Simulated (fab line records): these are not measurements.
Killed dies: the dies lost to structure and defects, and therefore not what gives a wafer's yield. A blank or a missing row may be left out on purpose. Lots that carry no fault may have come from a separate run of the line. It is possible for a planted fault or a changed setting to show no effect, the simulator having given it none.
Split-lot trial	flow n5 finfet	route with 1938 steps; 7 lots, 21 wafers read

== ABOUT THE SPLIT ==
At N5_WELL_APT_COAT_02 (resist thk 950 nm), the setting spin rpm was moved away from the recipe's 1357 rpm on 10 of the 21 wafers read, by -10.8% to +9.4%. For the rest of the wafers, this setting stayed at what the recipe calls for.

The split's own step is where the reading is taken.

== THE READING ==
coat_of_WELL_APT_COAT_02.thk nm (the simulator's own value, which no gauge read), in nm, at N5_WELL_APT_COAT_02 (resist thk 950 nm). The file does not state a usual value for it. Average 950.0 nm, standard deviation 2.4 nm, over the 11 wafers here run with the recipe.

wafer	tool, chamber at the split	spin rpm as run, rpm	against the recipe	coat_of_WELL_APT_COAT_02.thk nm, nm	against lot-mates on the recipe
L077.1	litho track-04, 0	1357	recipe	950.5	-
L077.2	litho track-04, 0	1485	+9.4%	909.9	-40.6
L077.6	litho track-04, 0	1485	+9.4%	905.3	-45.2
L081.1	litho track-02, 0	1436	+5.8%	927.3	-27.5
L081.3	litho track-02, 0	1436	+5.8%	928.5	-26.3
L081.4	litho track-02, 0	1357	recipe	954.8	-
L084.1	litho track-02, 0	1450	+6.9%	921.2	-32.6
L084.2	litho track-02, 0	1450	+6.9%	919.3	-34.5
L084.5	litho track-02, 0	1357	recipe	953.8	-
L085.1	litho track-02, 0	1357	recipe	947.9	-
L085.3	litho track-02, 0	1431	+5.5%	926.1	-21.8
L085.4	litho track-02, 0	1431	+5.5%	923.1	-24.8
L088.2	litho track-05, 0	1212	-10.7%	1002	+54.6
L088.5	litho track-05, 0	1357	recipe	947	-
L088.6	litho track-05, 0	1357	recipe	947.8	-
L096.1	litho track-04, 0	1211	-10.8%	1006	+57.4
L096.3	litho track-04, 0	1357	recipe	947.9	-
L096.4	litho track-04, 0	1357	recipe	949.4	-
L097.1	litho track-05, 0	1357	recipe	949.8	-
L097.3	litho track-05, 0	1357	recipe	950.9	-
L097.6	litho track-05, 0	1357	recipe	950.3	-

THE FIT
A straight line over all 21 wafers: coat_of_WELL_APT_COAT_02.thk nm changes by -4.68 nm for each +1% of spin rpm; r = -0.99; the points scatter about the line by 2.8 nm.
The same after taking each lot's own level away (the mean of its wafers on the recipe; 21 wafers): -4.89 nm for each +1%; r = -1.00; scatter 1.9 nm.
On that fit, the largest move of spin rpm shifts the reading by 53 nm.
The lots' own levels span 947.40 to 954.80 nm, that is 3.1 times the standard deviation above.
The two slopes are in agreement: the lot-to-lot level therefore moves the slope only a little.
Check: +52 nm against its lot-mates is what the line predicts for one of the wafers moved furthest among these (-10.8%) when that wafer is left out of the fit. Against them it came out at +57.4 nm.

== ADDITIONAL SPLITS CARRIED BY THESE WAFERS ==
Other splits were also applied to these wafers ahead of the reading. Each is held against what the fit with the lots' levels taken away leaves over:
other split on the same wafers	wafers away from the commonest value	r with coat_of_WELL_APT_COAT_02.thk nm (lot level and that fit taken away)
N5_ZERO_LAYER_EXPOSE_08 dose mj	5	-0.12
N5_ZERO_LAYER_DEVELOP_10 develop time s	5	-0.32

== FILE'S OWN FIT ==
coat_of_WELL_APT_COAT_02.thk nm changes by -4.91 nm for each +1% of spin rpm, r = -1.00.
